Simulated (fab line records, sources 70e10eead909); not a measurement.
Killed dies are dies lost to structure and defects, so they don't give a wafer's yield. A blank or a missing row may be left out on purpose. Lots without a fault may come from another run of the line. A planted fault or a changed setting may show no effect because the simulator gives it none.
Chamber matching | flow nand_harc | NHARC_P_ZERO_WELL_DESCUM_54 on rie_diel-12: 4 sister chambers
The step chemistry O2, time 3 s. 16 wafers are shown with their chamber, then 8 later ones without.

WAFERS WITH THEIR CHAMBER
wafer  | chamber | showerhead_plenum_p_Torr (Torr) | drypump_motor_current_A (A) | rf_vpp_V (V)
L075.2 | 3       | 1.99                            | 5.6                         | 58.4
L075.4 | 1       | 2.06                            | 5.8                         | 59.0
L075.5 | 0       | 1.78                            | 6.3                         | 56.1
L079.1 | 0       | 1.77                            | 6.3                         | 57.2
L079.2 | 1       | 2.06                            | 5.8                         | 58.1
L079.4 | 3       | 1.98                            | 5.7                         | 56.8
L084.1 | 3       | 1.98                            | 5.7                         | 58.0
L084.3 | 2       | 1.90                            | 5.3                         | 55.8
L084.6 | 2       | 1.90                            | 5.3                         | 58.3
L085.1 | 0       | 1.77                            | 6.3                         | 56.5
L085.4 | 3       | 1.98                            | 5.6                         | 57.9
L085.6 | 0       | 1.77                            | 6.3                         | 56.0
L087.1 | 0       | 1.77                            | 6.3                         | 57.5
L087.4 | 1       | 2.05                            | 5.8                         | 60.1
L087.5 | 0       | 1.77                            | 6.3                         | 56.2
L090.2 | 1       | 2.05                            | 5.8                         | 59.0

SIGNATURES (means of the wafers above)
reading                  | chamber 0 | chamber 1 | chamber 2 | chamber 3 | scatter within a chamber
showerhead_plenum_p_Torr | 1.7717    | 2.0550    | 1.9000    | 1.9825    | 0.00464
drypump_motor_current_A  | 6.300     | 5.800     | 5.300     | 5.650     | 0.0289
rf_vpp_V                 | 56.583    | 59.050    | 57.050    | 57.775    | 0.841
Rule: a wafer's distance from a chamber is the root of the sum, over the readings, of the square of ((its reading less the chamber's mean) divided by the reading's scatter). The wafer belongs to the nearest chamber; if the next one is less than 2 further off, it can't be placed. The scatter: the root of (the sum of the squares of (reading less its chamber's mean) over the shown wafers, divided by (wafers less chambers)).

WAFERS WITHOUT THEIR CHAMBER
wafer  | showerhead_plenum_p_Torr (Torr) | drypump_motor_current_A (A) | rf_vpp_V (V)
L090.3 | 1.89                            | 5.3                         | 59.2
L090.5 | 1.97                            | 5.7                         | 58.6
L095.1 | 2.04                            | 5.8                         | 56.5
L095.3 | 1.76                            | 6.3                         | 58.4
L095.6 | 1.76                            | 6.3                         | 57.7
L097.1 | 1.89                            | 5.3                         | 57.4
L097.2 | 1.97                            | 5.6                         | 57.8
L097.4 | 1.76                            | 6.3                         | 56.9

WHICH CHAMBER EACH WENT THROUGH
wafer  | from the rows above | in truth
L090.3 | 2                   | 2
L090.5 | 3                   | 3
L095.1 | 1                   | 1
L095.3 | 0                   | 0
L095.6 | 0                   | 0
L097.1 | 2                   | 2
L097.2 | 3                   | 3
L097.4 | 0                   | 0
Placed correctly: 8 of 8. Can't be placed from these rows: 0. Placed wrongly: 0.
